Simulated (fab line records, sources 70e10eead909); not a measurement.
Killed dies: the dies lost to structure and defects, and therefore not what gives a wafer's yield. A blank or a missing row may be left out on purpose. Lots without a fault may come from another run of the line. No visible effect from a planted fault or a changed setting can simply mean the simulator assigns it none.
Which tool did it? + flow nandHarc + 24 lots, 72 wafers sampled, at 1 step of a route of 1302

== WHAT EACH GAUGE READ, for each wafer ==
NHARC_A_CHANNEL_HOLE_D2_CD_MEAS_18.
| lot  | measured     | on       | cdNm (nm)         |
|------|--------------|----------|-------------------|
| L075 | day 13 09:49 | cdSem-02 | 100.6 100.3 100.5 |
| L074 | day 13 10:08 | cdSem-02 | 100.2 103.1 100.5 |
| L077 | day 14 07:03 | cdSem-01 | 100.7 99.4 96.7   |
| L076 | day 14 07:12 | cdSem-01 | 99.4 103.2 100.0  |
| L079 | day 15 02:43 | cdSem-03 | 99.3 99.2 99.0    |
| L078 | day 15 03:26 | cdSem-03 | 101.6 100.9 100.0 |
| L080 | day 16 03:56 | cdSem-02 | 97.5 97.6 97.2    |
| L081 | day 16 10:28 | cdSem-02 | 100.1 99.0 99.9   |
| L082 | day 17 06:05 | cdSem-03 | 101.3 98.0 100.0  |
| L084 | day 17 12:12 | cdSem-02 | 102.0 101.7 100.2 |
| L083 | day 17 18:53 | cdSem-03 | 99.4 98.7 98.3    |
| L085 | day 17 22:28 | cdSem-01 | 98.6 99.3 97.0    |
| L087 | day 18 05:07 | cdSem-01 | 97.9 98.2 100.3   |
| L086 | day 18 05:34 | cdSem-01 | 97.5 98.8 99.1    |
| L088 | day 18 22:08 | cdSem-03 | 97.8 99.2 99.0    |
| L089 | day 19 14:16 | cdSem-01 | 99.6 99.4 99.6    |
| L090 | day 20 02:52 | cdSem-01 | 99.5 98.7 100.8   |
| L091 | day 20 04:38 | cdSem-02 | 99.1 100.9 99.3   |
| L093 | day 21 08:04 | cdSem-03 | 97.1 101.0 97.7   |
| L094 | day 21 08:58 | cdSem-03 | 99.1 97.5 98.2    |
| L092 | day 21 09:51 | cdSem-02 | 98.3 100.2 100.4  |
| L096 | day 22 13:31 | cdSem-02 | 102.2 101.8 101.1 |
| L095 | day 22 14:32 | cdSem-01 | 98.6 98.3 98.6    |
| L097 | day 23 01:56 | cdSem-02 | 101.3 100.1 100.3 |

== WHICH TOOL RAN EACH LOT (tool, then ch and the chambers of the sampled wafers, then the start) ==
The record holds no process step before these readings.

== WHAT THE TOOLS THEMSELVES READ (means of the sampled wafers that have a number; where no wafer has one, the mark that the record gives instead) ==
The record holds no such reading with a usual standard deviation.

== THE ANSWER, worked out from the rows above alone ==
Rule: the usual values come from the lots themselves. Put in order of their means at a reading, lots are off if they are a third of the lots or fewer, leave a main group of 4 or more, and stand apart from it by a gap of 3 or more times the standard deviation of the main group's means; of several such gaps the widest counts. If all means in a main group match to the digits the tables above print for the reading, that group is not used. Also off: a lot with no number at a reading for which 4 or more lots have one. Where the step has rows for the other lots, those lots are counted as sound. First the gauges in route order, then the tools' own readings, where a lot's mean is used as printed above. The first step at which some lot is off is used, and at that step the reading that is off furthest; a lot without a number counts as furthest.
No lot is off at any reading shown: from this, nothing can be told.

== WHAT THE SIMULATOR HAD INSERTED ==
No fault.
